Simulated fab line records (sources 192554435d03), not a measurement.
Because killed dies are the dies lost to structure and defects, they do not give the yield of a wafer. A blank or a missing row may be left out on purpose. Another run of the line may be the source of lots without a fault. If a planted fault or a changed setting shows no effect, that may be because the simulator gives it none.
fab line records -- flow n5_finfet
record: lots: 6, wafers: 18, last_day: 18
route steps=1938 shown BEOL_M12@1630 PASSIVATION@1936
lots untouched by any fault: they come from a run of this same line in which no faults occurred
start_h: start of the lot's first displayed wafer, in hours after the record's first day -- wait_h: how many hours have passed since the lot's step before this one -- " identical to the entry in the row above -- L1.1+2: several wafers, shown together as one row -- - no value, or no start was given -- * or withheld: withheld -- < > ~ a bound
route shown NAME@n: NAME is a module with steps in the file, n the number in the route of the first one -- usual: mean and standard deviation over wafers with no fault -- same: alike in all rows -- chamber/n: place in a boat -- sites: each site's reading -- _std_site: standard deviation across them -- _edge_site: inner sites' mean taken away from outer sites' mean -- radius_mm: how far each site lies from the wafer's centre -- mask NAME#n: copy n -- behind: the tool/chamber that last shaped the wafer -- hold: reason for holding the lot/hours on hold/outcome of the hold -- device: the n, p or np transistor that did not switch -- end of line: tests of these same wafers at the route's end -- where a step has no rows: the recipe by itself -- killed: the dies lost at the first sort to structure and to defects; this is not the yield of the wafer -- map: the dies of a wafer, with x for killed, . for not killed, _ for no die there
set.NAME: the setting as run; set.NAME@STEP: as run at that earlier step -- model.NAME: the simulator's own value behind a step, which no gauge read
certain route steps with their lots: each step a table, each wafer a row
services: when a tool's chamber went out of use (start_h, in hours from the record's first day, below 0 if earlier), for how many hours, and the reason
== steps ==
step: N5_BEOL_M12_DEVELOP_27
recipe: develop_time_s: 45, rinse_liquid: diw, dry: air_spin, dev_temp_c: 21
step: N5_BEOL_M12_HARDBAKE_32
recipe: temp_c: 130, time_s: 120
step: N5_BEOL_M12_CD_MEAS_28
recipe: target_cd_nm: 160.2, landing_energy_ev: 500, detector: se_inlens, polarity: opening
usual: cd_nm: 161.0/1.8
same: landing_energy_ev: 500
lot.wafer,tool,chamber,start_h,wait_h,cd_nm
L449.2,cd_sem-02,0,235.46,-,159.2
L449.3,cd_sem-02,0,235.46,-,160.9
L449.5,cd_sem-02,0,235.46,-,159.2
L451.3,cd_sem-03,0,277.90,-,162.9
L451.5,cd_sem-03,0,277.90,-,162.5
L451.6,cd_sem-03,0,277.90,-,160.6
L454.1,cd_sem-03,0,284.47,-,157.4
L454.2,cd_sem-03,0,284.47,-,160.3
L454.3,cd_sem-03,0,284.47,-,158.7
L453.2,cd_sem-01,0,294.22,-,160.9
L453.3,cd_sem-01,0,294.22,-,165.7
L453.4,cd_sem-01,0,294.22,-,162.6
L463.3,cd_sem-03,0,343.49,-,161.9
L463.5,cd_sem-03,0,343.49,-,159.3
L463.6,cd_sem-03,0,343.49,-,164.1
L471.3,cd_sem-01,0,398.08,-,160.5
L471.5,cd_sem-01,0,398.08,-,159.8
L471.6,cd_sem-01,0,398.08,-,161.8
step: N5_BEOL_M12_OVL_MEAS_29
recipe: points_per_wafer: 44
usual: M12_OVL: -2/6.5
lot.wafer,tool,chamber,start_h,wait_h,M12_OVL[nm]
L449.2,overlay-02,0,235.49,0.0,-2
L449.3,overlay-02,0,235.49,0.0,8
L449.5,overlay-02,0,235.49,0.0,1
L451.3,overlay-02,0,277.93,0.0,3
L451.5,overlay-02,0,277.93,0.0,-1
L451.6,overlay-02,0,277.93,0.0,1
L454.1,overlay-01,0,284.50,0.0,-7
L454.2,overlay-01,0,284.50,0.0,-13
L454.3,overlay-01,0,284.50,0.0,-10
L453.2,overlay-01,0,294.25,0.0,-7
L453.3,overlay-01,0,294.25,0.0,-8
L453.4,overlay-01,0,294.25,0.0,-7
L463.3,overlay-02,0,343.51,0.0,-5
L463.5,overlay-02,0,343.51,0.0,4
L463.6,overlay-02,0,343.51,0.0,-2
L471.3,overlay-02,0,398.11,0.0,-2
L471.5,overlay-02,0,398.11,0.0,0
L471.6,overlay-02,0,398.11,0.0,-1
step: N5_BEOL_M12_INSPECT_30
recipe: mode: adi, inspect_instrument: macro
usual: raw_defect_count: 2.2/1.5
lot.wafer,tool,chamber,start_h,wait_h,raw_defect_count
L449.2,defect_inspect-01,-,235.52,0.0,2
L449.3,defect_inspect-01,-,235.52,0.0,2
L449.5,defect_inspect-01,-,235.52,0.0,6
L451.3,defect_inspect-02,-,277.95,0.0,1
L451.5,defect_inspect-02,-,277.95,0.0,2
L451.6,defect_inspect-02,-,277.95,0.0,1
L454.1,defect_inspect-02,-,284.52,0.0,1
L454.2,defect_inspect-02,-,284.52,0.0,2
L454.3,defect_inspect-02,-,284.52,0.0,2
L453.2,defect_inspect-02,-,294.28,0.0,2
L453.3,defect_inspect-02,-,294.28,0.0,4
L453.4,defect_inspect-02,-,294.28,0.0,3
L463.3,defect_inspect-02,-,343.54,0.0,2
L463.5,defect_inspect-02,-,343.54,0.0,0
L463.6,defect_inspect-02,-,343.54,0.0,1
L471.3,defect_inspect-02,-,398.13,0.0,2
L471.5,defect_inspect-02,-,398.13,0.0,2
L471.6,defect_inspect-02,-,398.13,0.0,3
step: N5_BEOL_M12_DESCUM_33
recipe: chemistry: O2, time_s: 7.9, source_power_w: 50, bias_power_w: 20, pressure_mtorr: 20, rf_frequency_hz: 2.712e+07, temp_c: 40, o2_flow_sccm: 225
usual: chamber_pressure_mTorr: 20.001/0.02, drypump_motor_current_A: 5.8/0.34, oes_product_au: 0.81/0.086, rf_vpp_V: 242.7/1.7, showerhead_plenum_p_Torr: 2.07/0.093, throttle_valve_pct: 20.48/0.18
lot.wafer,tool,chamber,start_h,wait_h,chamber_pressure_mTorr,drypump_motor_current_A,oes_product_au,rf_hours_counter_h,rf_vpp_V,showerhead_plenum_p_Torr,throttle_valve_pct
L449.2,rie_diel-03,0,235.63,0.1,19.989,5.7,0.72,187,240.5,1.90,20.58
L449.3,rie_diel-03,3,235.63,0.1,19.964,5.5,0.97,5,244.0,2.16,20.32
L449.5,rie_diel-03,0,235.63,0.1,19.999,5.7,0.72,-,239.0,1.90,20.58
L451.3,rie_diel-03,0,277.99,0.0,20.012,5.7,0.72,201,238.2,1.90,20.59
L451.5,rie_diel-03,3,277.99,0.0,20.025,5.5,0.91,-,243.9,2.16,20.34
L451.6,rie_diel-03,0,277.99,0.0,19.990,5.7,0.72,-,239.5,1.90,20.61
L454.1,rie_diel-04,1,284.58,0.1,19.988,6.0,0.85,45,241.8,2.05,20.28
L454.2,rie_diel-04,3,284.58,0.1,19.996,6.4,0.98,9,243.1,2.06,20.53
L454.3,rie_diel-04,0,284.58,0.1,20.000,6.2,0.83,70,243.0,2.19,20.63
L453.2,rie_diel-03,1,294.31,0.0,19.984,5.8,0.89,35,243.8,2.13,20.15
L453.3,rie_diel-03,3,294.31,0.0,19.999,5.5,0.90,24,243.2,2.15,20.35
L453.4,rie_diel-03,2,294.31,0.0,19.959,5.6,0.69,216,242.3,2.08,20.54
L463.3,rie_diel-03,2,343.59,0.0,20.013,5.6,0.68,233,244.4,2.08,20.56
L463.5,rie_diel-03,3,343.59,0.0,20.032,5.5,0.87,-,243.9,2.15,20.37
L463.6,rie_diel-03,2,343.59,0.0,20.046,5.6,0.68,-,242.0,2.08,20.54
L471.3,rie_diel-05,1,398.26,0.1,20.015,5.4,0.79,122,243.6,2.12,20.82
L471.5,rie_diel-05,2,398.26,0.1,20.008,5.8,0.68,-,240.9,1.89,20.80
L471.6,rie_diel-05,3,398.26,0.1,20.009,4.9,0.80,-,244.2,2.19,20.51
step: N5_BEOL_M12_ETCH_67
recipe: chemistry: CF4, target: SiARC, target_depth_a: 1430, time_s: 238.3, ion_energy_ev: 80, pressure_mtorr: 40, source_w: 545, bias_w: 36, Ar_flow_sccm: 100, cf4_flow_sccm: 100, ends: cleared
usual: chamber_pressure_mTorr: 40.00/0.04, drypump_motor_current_A: 5.8/0.34, etch_rf_on_time_s: 237/5.1, oes_product_au: 0.69/0.072, rf_vpp_V: 183.9/1.3, showerhead_plenum_p_Torr: 2.12/0.091, throttle_valve_pct: 15.65/0.23
lot.wafer,tool,chamber,start_h,wait_h,chamber_pressure_mTorr,drypump_motor_current_A,etch_rf_on_time_s,oes_product_au,rf_hours_counter_h,rf_vpp_V,showerhead_plenum_p_Torr,throttle_valve_pct
L449.2,rie_diel-03,0,235.66,0.0,39.96,5.7,240,0.61,187,180.6,1.97,15.86
L449.3,rie_diel-03,3,235.66,0.0,39.97,5.5,234,0.81,5,184.2,2.21,15.44
L449.5,rie_diel-03,0,235.66,0.0,40.03,5.7,242,0.61,-,182.2,1.97,15.89
L451.3,rie_diel-03,0,278.02,0.0,40.02,5.7,244,0.61,201,182.5,1.96,15.90
L451.5,rie_diel-03,3,278.02,0.0,39.95,5.5,236,0.77,-,182.7,2.20,15.44
L451.6,rie_diel-03,0,278.02,0.0,39.99,5.7,243,0.61,-,180.2,1.96,15.89
L454.1,rie_diel-04,1,284.61,0.0,40.03,6.0,233,0.73,45,183.8,2.09,15.38
L454.2,rie_diel-04,3,284.61,0.0,39.95,6.4,235,0.83,9,185.2,2.10,15.61
L454.3,rie_diel-04,0,284.61,0.0,39.97,6.2,233,0.71,70,184.5,2.27,15.93
L453.2,rie_diel-03,1,294.35,0.0,40.01,5.8,236,0.75,35,184.3,2.18,15.25
L453.3,rie_diel-03,3,294.35,0.0,39.98,5.5,237,0.76,24,184.0,2.20,15.45
L453.4,rie_diel-03,2,294.35,0.0,40.00,5.6,249,0.58,216,183.6,2.13,15.69
L463.3,rie_diel-03,2,343.62,0.0,39.92,5.6,243,0.58,233,183.4,2.12,15.74
L463.5,rie_diel-03,3,343.62,0.0,39.97,5.5,235,0.73,-,184.6,2.19,15.50
L463.6,rie_diel-03,2,343.62,0.0,40.01,5.6,246,0.57,-,184.6,2.12,15.73
L471.3,rie_diel-05,1,398.29,0.0,40.01,5.4,232,0.68,122,183.4,2.16,15.91
L471.5,rie_diel-05,2,398.29,0.0,40.02,5.8,230,0.60,-,181.5,1.95,16.03
L471.6,rie_diel-05,3,398.29,0.0,40.00,4.9,239,0.67,-,185.5,2.23,15.62
step: N5_BEOL_M12_ETCH_68
recipe: chemistry: N2/H2, target: SOC, mask_material: SiARC, source_w: 3000, bias_w: 350, temp_c: 40, time_s: 285, ion_energy_ev: 200, pressure_mtorr: 30, n2_flow_sccm: 200, h2_flow_sccm: 200
usual: chamber_pressure_mTorr: 29.999/0.027, drypump_motor_current_A: 5.8/0.34, oes_product_au: 0.81/0.086, rf_vpp_V: 523/3.1, showerhead_plenum_p_Torr: 2.51/0.1, throttle_valve_pct: 17.81/0.25
lot.wafer,tool,chamber,start_h,wait_h,chamber_pressure_mTorr,drypump_motor_current_A,oes_product_au,rf_hours_counter_h,rf_vpp_V,showerhead_plenum_p_Torr,throttle_valve_pct
L449.2,rie_diel-03,0,235.81,0.1,29.984,5.7,0.73,188,519,2.34,18.07
L449.3,rie_diel-03,3,235.81,0.1,29.973,5.5,0.96,5,525,2.60,17.42
L449.5,rie_diel-03,0,235.81,0.1,30.032,5.7,0.73,-,517,2.34,18.08
L451.3,rie_diel-03,0,278.17,0.1,30.008,5.7,0.71,201,518,2.34,18.09
L451.5,rie_diel-03,3,278.17,0.1,29.986,5.5,0.91,-,526,2.59,17.44
L451.6,rie_diel-03,0,278.17,0.1,29.992,5.7,0.71,-,518,2.34,18.09
L454.1,rie_diel-04,1,284.76,0.1,30.026,6.0,0.86,45,524,2.49,17.63
L454.2,rie_diel-04,3,284.76,0.1,29.943,6.5,0.98,9,523,2.50,17.87
L454.3,rie_diel-04,0,284.76,0.1,30.006,6.2,0.83,70,526,2.69,18.11
L453.2,rie_diel-03,1,294.49,0.1,30.016,5.8,0.89,35,527,2.59,17.50
L453.3,rie_diel-03,3,294.49,0.1,29.975,5.5,0.90,24,525,2.59,17.47
L453.4,rie_diel-03,2,294.49,0.1,30.008,5.6,0.69,216,522,2.50,17.69
L463.3,rie_diel-03,2,343.77,0.1,29.998,5.6,0.68,233,523,2.49,17.73
L463.5,rie_diel-03,3,343.77,0.1,29.970,5.5,0.86,-,526,2.58,17.49
L463.6,rie_diel-03,2,343.77,0.1,30.002,5.6,0.68,-,524,2.49,17.73
L471.3,rie_diel-05,1,398.44,0.1,30.015,5.5,0.80,122,524,2.56,18.14
L471.5,rie_diel-05,2,398.44,0.1,30.025,5.8,0.70,-,518,2.31,18.30
L471.6,rie_diel-05,3,398.44,0.1,30.007,4.9,0.80,-,527,2.67,17.95
step: N5_BEOL_M12_STRIP_69
recipe: chemistry: N2/H2, temp_c: 40, n2_flow_sccm: 200, h2_flow_sccm: 200, rf_frequency_hz: 6e+07
step: N5_BEOL_M12_TRENCH_ETCH_34
recipe: chemistry: C4F8/O2/Ar, target: SiOC, target_depth_a: 3189.5, mask_material: SOC, pressure_mtorr: 30, source_w: 3000, bias_w: 700, Ar_flow_sccm: 400, C4F8_flow_sccm: 15, O2_flow_sccm: 8, he_inner_torr: 15, he_outer_torr: 30, time_s: 125.5, ion_energy_ev: 250
usual: C4F8_flow_sccm: 14.99/0.049, chamber_pressure_mTorr: 30.002/0.027, drypump_motor_current_A: 5.8/0.34, oes_product_au: 0.81/0.087, rf_vpp_V: 664/3.9, showerhead_plenum_p_Torr: 3.38/0.14, throttle_valve_pct: 24.27/0.23
lot.wafer,tool,chamber,start_h,wait_h,C4F8_flow_sccm,chamber_pressure_mTorr,drypump_motor_current_A,oes_product_au,rf_hours_counter_h,rf_vpp_V,showerhead_plenum_p_Torr,throttle_valve_pct
L449.2,rie_diel-03,0,235.99,0.0,14.97,30.018,5.7,0.72,188,657,3.13,24.30
L449.3,rie_diel-03,3,235.99,0.0,15.06,30.005,5.5,0.95,5,668,3.51,24.06
L449.5,rie_diel-03,0,235.99,0.0,14.97,30.023,5.7,0.72,-,657,3.13,24.31
L451.3,rie_diel-03,0,278.35,0.0,14.99,30.004,5.8,0.71,201,657,3.12,24.34
L451.5,rie_diel-03,3,278.35,0.0,14.95,30.055,5.5,0.91,-,667,3.50,24.08
L451.6,rie_diel-03,0,278.35,0.0,14.98,29.995,5.8,0.71,-,657,3.12,24.34
L454.1,rie_diel-04,1,284.94,0.0,14.97,29.976,6.0,0.85,45,663,3.33,23.95
L454.2,rie_diel-04,3,284.94,0.0,15.03,30.003,6.4,0.97,9,664,3.34,24.25
L454.3,rie_diel-04,0,284.94,0.0,14.94,29.979,6.2,0.83,70,670,3.62,24.66
L453.2,rie_diel-03,1,294.67,0.0,14.96,29.938,5.8,0.89,35,668,3.47,23.91
L453.3,rie_diel-03,3,294.67,0.0,15.06,30.049,5.5,0.90,24,666,3.50,24.08
L453.4,rie_diel-03,2,294.67,0.0,14.98,29.984,5.6,0.69,216,664,3.42,24.39
L463.3,rie_diel-03,2,343.95,0.0,14.93,30.009,5.6,0.67,233,666,3.41,24.40
L463.5,rie_diel-03,3,343.95,0.0,14.96,29.987,5.5,0.86,-,668,3.49,24.11
L463.6,rie_diel-03,2,343.95,0.0,14.93,30.008,5.6,0.68,-,665,3.41,24.40
L471.3,rie_diel-05,1,398.62,0.0,15.02,30.028,5.5,0.79,122,665,3.43,24.51
L471.5,rie_diel-05,2,398.62,0.0,15.03,30.002,5.8,0.69,-,656,3.13,24.65
L471.6,rie_diel-05,3,398.62,0.0,14.94,29.962,4.9,0.80,-,669,3.57,24.29
step: N5_BEOL_M12_STRIP_70
recipe: chemistry: C4F8/O2/Ar, resist: SiARC, rf_frequency_hz: 6e+07
step: N5_BEOL_M12_OCD_MEAS_35
usual: trench_depth_nm: 321/6.4
lot.wafer,tool,chamber,start_h,wait_h,trench_depth_nm
L449.2,ocd-02,-,236.15,0.0,314
L449.3,ocd-02,-,236.15,0.0,329
L449.5,ocd-02,-,236.15,0.0,315
L451.3,ocd-01,-,278.51,0.0,313
L451.5,ocd-01,-,278.51,0.0,324
L451.6,ocd-01,-,278.51,0.0,311
L454.1,ocd-02,-,285.09,0.0,319
L454.2,ocd-02,-,285.09,0.0,326
L454.3,ocd-02,-,285.09,0.0,322
L453.2,ocd-02,-,294.83,0.0,328
L453.3,ocd-02,-,294.83,0.0,324
L453.4,ocd-02,-,294.83,0.0,311
L463.3,ocd-02,-,344.11,0.0,307
L463.5,ocd-02,-,344.11,0.0,324
L463.6,ocd-02,-,344.11,0.0,311
L471.3,ocd-02,-,398.78,0.0,322
L471.5,ocd-02,-,398.78,0.0,319
L471.6,ocd-02,-,398.78,0.0,325
step: N5_BEOL_M12_STRIP_37
recipe: chemistry: N2/H2, power_w: 1000, temp_c: 250, h2_frac: 0.65, overash_fraction: 0.3, pressure_mtorr: withheld, n2_flow_sccm: 1750, h2_flow_sccm: 3250
usual: drypump_motor_current_A: 5.95/0.29, h2_flow_sccm: 3249/10, heater_power_w: 338/33, oes_product_au: 0.790/0.0095
lot.wafer,tool,chamber,start_h,wait_h,drypump_motor_current_A,h2_flow_sccm,heater_power_w,oes_product_au,rf_hours_counter_h
L449.2,plasma_asher-02,0,236.19,0.0,5.99,3255,390,0.777,72
L449.3,plasma_asher-02,1,236.19,0.0,5.99,3256,305,0.792,-
L449.5,plasma_asher-02,1,236.19,0.0,5.99,3253,309,0.805,-
L451.3,plasma_asher-01,0,278.56,0.1,5.43,3234,316,0.801,-
L451.5,plasma_asher-01,1,278.56,0.1,6.32,3264,346,0.795,-
L451.6,plasma_asher-01,0,278.56,0.1,5.43,3234,306,0.795,-
L454.1,plasma_asher-01,1,285.13,0.0,6.33,3246,348,0.795,125
L454.2,plasma_asher-01,0,285.13,0.0,5.44,3578,308,0.810,125
L454.3,plasma_asher-01,1,285.13,0.0,6.33,3256,347,0.785,-
L453.2,plasma_asher-01,1,294.87,0.0,6.27,3244,357,0.799,129
L453.3,plasma_asher-01,0,294.87,0.0,5.43,3573,298,0.808,-
L453.4,plasma_asher-01,1,294.87,0.0,6.29,3240,353,0.803,-
L463.3,plasma_asher-02,1,344.16,0.1,6.00,3258,310,0.798,-
L463.5,plasma_asher-02,1,344.16,0.1,6.00,3246,311,0.792,-
L463.6,plasma_asher-02,0,344.16,0.1,6.08,3254,386,0.791,-
L471.3,plasma_asher-02,0,398.84,0.1,6.06,3258,376,0.796,-
L471.5,plasma_asher-02,0,398.84,0.1,6.05,3254,396,0.788,-
L471.6,plasma_asher-02,1,398.84,0.1,5.99,3262,303,0.777,-
step: N5_BEOL_M12_ETCH_38
recipe: chemistry: CF4/N2, target: SiCN, target_depth_a: 687, taper_deg: 2, time_s: 73.4, ion_energy_ev: 150, mask_material: SiO2, pressure_mtorr: 40, source_w: 430, bias_w: 70, Ar_flow_sccm: 100, cf4_flow_sccm: 60, n2_flow_sccm: 60
usual: chamber_pressure_mTorr: 40.00/0.035, drypump_motor_current_A: 5.7/0.42, oes_product_au: 0.81/0.075, rf_vpp_V: 381.6/2.6, showerhead_plenum_p_Torr: 2.18/0.11, throttle_valve_pct: 15.52/0.23
lot.wafer,tool,chamber,start_h,wait_h,chamber_pressure_mTorr,drypump_motor_current_A,oes_product_au,rf_hours_counter_h,rf_vpp_V,showerhead_plenum_p_Torr,throttle_valve_pct
L449.2,rie_diel-04,1,236.57,-,40.07,6.0,0.89,27,381.8,2.16,15.16
L449.3,rie_diel-04,2,236.57,-,40.07,6.0,0.86,65,380.9,2.15,15.43
L449.5,rie_diel-04,2,236.57,-,40.06,6.0,0.86,-,381.4,2.15,15.44
L451.3,rie_diel-05,0,280.34,-,40.00,5.4,0.95,11,382.6,2.15,15.22
L451.5,rie_diel-05,3,280.34,-,40.04,4.9,0.82,-,384.0,2.32,15.38
L451.6,rie_diel-05,2,280.34,-,39.95,5.8,0.73,-,376.8,2.02,15.80
L454.1,rie_diel-05,1,290.03,-,40.01,5.5,0.83,89,383.3,2.23,15.65
L454.2,rie_diel-05,0,290.03,-,40.00,5.4,0.94,15,381.3,2.15,15.22
L454.3,rie_diel-05,2,290.03,-,40.01,5.9,0.73,200,379.5,2.02,15.80
L453.2,rie_diel-04,3,297.08,-,40.00,6.5,0.95,12,381.3,2.16,15.45
L453.3,rie_diel-04,0,297.08,-,40.03,6.2,0.82,74,384.8,2.34,15.74
L453.4,rie_diel-04,1,297.08,-,40.03,6.0,0.86,50,381.6,2.15,15.22
L463.3,rie_diel-03,3,349.47,-,39.98,5.5,0.85,43,383.6,2.26,15.32
L463.5,rie_diel-03,0,349.47,-,39.98,5.7,0.69,-,377.0,2.01,15.78
L463.6,rie_diel-03,3,349.47,-,40.05,5.5,0.86,-,383.0,2.25,15.31
L471.3,rie_diel-04,3,400.19,-,39.94,6.4,0.88,51,381.6,2.15,15.55
L471.5,rie_diel-04,3,400.19,-,40.06,6.5,0.88,-,381.3,2.15,15.53
L471.6,rie_diel-04,0,400.19,-,40.03,6.1,0.78,-,384.7,2.32,15.82
step: N5_PASSIVATION_PROBE_49
usual: defect_limited_yield: 91.0/1.4, killed_at_M0_to_M3: 36/10, killed_at_M4_up: 15/5, killed_at_contacts: 12/6.1, killed_at_front_end: 40/13, killed_at_other: 3.8/2.9, killed_dies: 106/16, killed_open: 68/12, killed_short: 35/8.2, sort_bin_5_function: 5.2/0.9, sort_bin_6_memory: 3.4/0.71, sort_n_pass: 1073/17, sort_yield_pct: 91.0/1.5
same: gross_dies: 1180, killed_at_back_side: 0, sort_bin_4_leakage[%]: 0, sort_bin_8_speed[%]: 0
lot.wafer,tool,chamber,start_h,wait_h,defect_limited_yield[%],killed_at_M0_to_M3,killed_at_M4_up,killed_at_contacts,killed_at_front_end,killed_at_other,killed_dies,killed_open,killed_short,sort_bin_5_function[%],sort_bin_6_memory[%],sort_n_pass,sort_yield_pct[%]
L451.3,prober-02,-,330.89,0.1,92.3,20,14,2,48,7,91,53,33,4.4,2.6,1089,92.3
L451.5,prober-02,-,330.99,0.2,91.9,40,7,1,45,3,96,51,42,4.4,3.2,1084,91.9
L451.6,prober-02,-,331.04,0.3,92.7,25,10,7,43,1,86,58,24,3.9,2.8,1094,92.7
L454.1,prober-02,-,336.31,0.0,91.5,35,6,13,44,2,100,61,35,5.4,2.7,1080,91.5
L454.2,prober-02,-,336.36,0.1,90.8,43,13,18,29,5,108,70,37,5.8,3.2,1072,90.8
L454.3,prober-02,-,336.41,0.1,89.6,51,11,15,38,8,123,82,40,6.3,3.8,1057,89.6
killed by level:class
L451.3 FIN_SAQP:geometric_particle:short=16 FIN_SAQP:geometric_particle:open=9 BEOL_M1:geometric_particle:open=7 BEOL_M5:geometric_particle:open=6 BEOL_M1:geometric_particle:short=5 STI_FIN_REVEAL:geometric_particle:open=4 PAD_METAL:geometric_particle:open=4 STI_FIN_REVEAL:geometric_particle:short=3
L451.5 STI_FIN_REVEAL:geometric_particle:open=12 BEOL_M0_SAQP:geometric_particle:short=12 BEOL_M0_SAQP:geometric_particle:open=8 FIN_SAQP:geometric_particle:short=7 FIN_SAQP:geometric_particle:open=6 BEOL_M1:geometric_particle:open=6 BEOL_M2:geometric_particle:short=6 STARTING-WAFER:geometric_particle:short=5
L451.6 STI_FIN_REVEAL:geometric_particle:open=11 DUMMY_GATE:geometric_particle:open=10 BEOL_M0_SAQP:geometric_particle:short=9 BEOL_M0_SAQP:geometric_particle:open=7 BEOL_M5:geometric_particle:open=6 STI_FIN_REVEAL:geometric_particle:short=5 BEOL_M1:geometric_particle:open=5 MOL_CONTACT_COAG:geometric_particle:open=4
L454.1 FIN_SAQP:geometric_particle:open=19 BEOL_M0_SAQP:geometric_particle:short=12 MOL_CONTACT_COAG:geometric_particle:open=11 BEOL_M0_SAQP:geometric_particle:open=10 FIN_SAQP:geometric_particle:short=8 STARTING-WAFER:geometric_particle:open=5 BEOL_M3:geometric_particle:open=4 BEOL_M2:geometric_particle:short=3
L454.2 MOL_CONTACT_COAG:geometric_particle:open=17 BEOL_M0_SAQP:geometric_particle:short=15 BEOL_M0_SAQP:geometric_particle:open=9 FIN_SAQP:geometric_particle:open=8 BEOL_M2:geometric_particle:open=6 FIN_SAQP:geometric_particle:short=4 STI_FIN_REVEAL:geometric_particle:open=4 BEOL_M2:geometric_particle:short=4
L454.3 STI_FIN_REVEAL:geometric_particle:open=11 MOL_CONTACT_COAG:geometric_particle:open=10 BEOL_M3:geometric_particle:open=10 BEOL_M0_SAQP:geometric_particle:open=9 BEOL_M2:geometric_particle:short=9 FIN_SAQP:geometric_particle:open=7 BEOL_M2:geometric_particle:open=7 BEOL_M0_SAQP:geometric_particle:short=6
== services ==
tool,chamber,start_h,hours,kind
rie_diel-05,0,213.65,-,clean
rie_diel-05,0,213.65,-,consumable_replace:focus_ring
rie_diel-05,0,213.65,29.7,scheduled_down
rie_diel-05,0,213.65,29.7,vent_cycle
rie_diel-04,3,232.80,-,clean
rie_diel-04,3,232.80,-,consumable_replace:focus_ring
rie_diel-04,3,232.80,26.5,scheduled_down
rie_diel-04,3,232.80,26.5,vent_cycle
plasma_asher-01,-,240.48,0.6,repair
rie_diel-05,0,275.61,2.2,repair
plasma_asher-02,-,288.08,7.1,repair
rie_diel-03,1,288.45,4.6,repair
rie_diel-04,3,291.79,3.6,repair
rie_diel-05,-,363.83,2.8,pm
rie_diel-03,2,368.27,3.8,repair
rie_diel-05,2,368.47,3.1,repair
rie_diel-04,1,370.42,22.5,repair
rie_diel-03,2,393.94,-,clean
rie_diel-03,2,393.94,-,consumable_replace:focus_ring
rie_diel-03,2,393.94,18.0,scheduled_down
rie_diel-03,2,393.94,18.0,vent_cycle
plasma_asher-01,-,397.08,2.6,repair
== key ==
first_sign: step: N5_BEOL_M12_STRIP_37, reading: h2_flow_sccm, direction: up, sigmas: 32, usual: 3249, struck: 3576
effect none on later readings
met_at N5_BEOL_M12_STRIP_37
struck_wafers L453.3,L454.2
onset_between 278.56 285.13
fault: kind: process_parameter_drift, tool: plasma_asher-01, chamber: 0, onset_h: 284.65, steps: N5_BEOL_M12_STRIP_37, channel: h2_flow_sccm, offset: 325, shape: step, end_h: 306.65, acts_in: these_recipes_only, stated: 3250
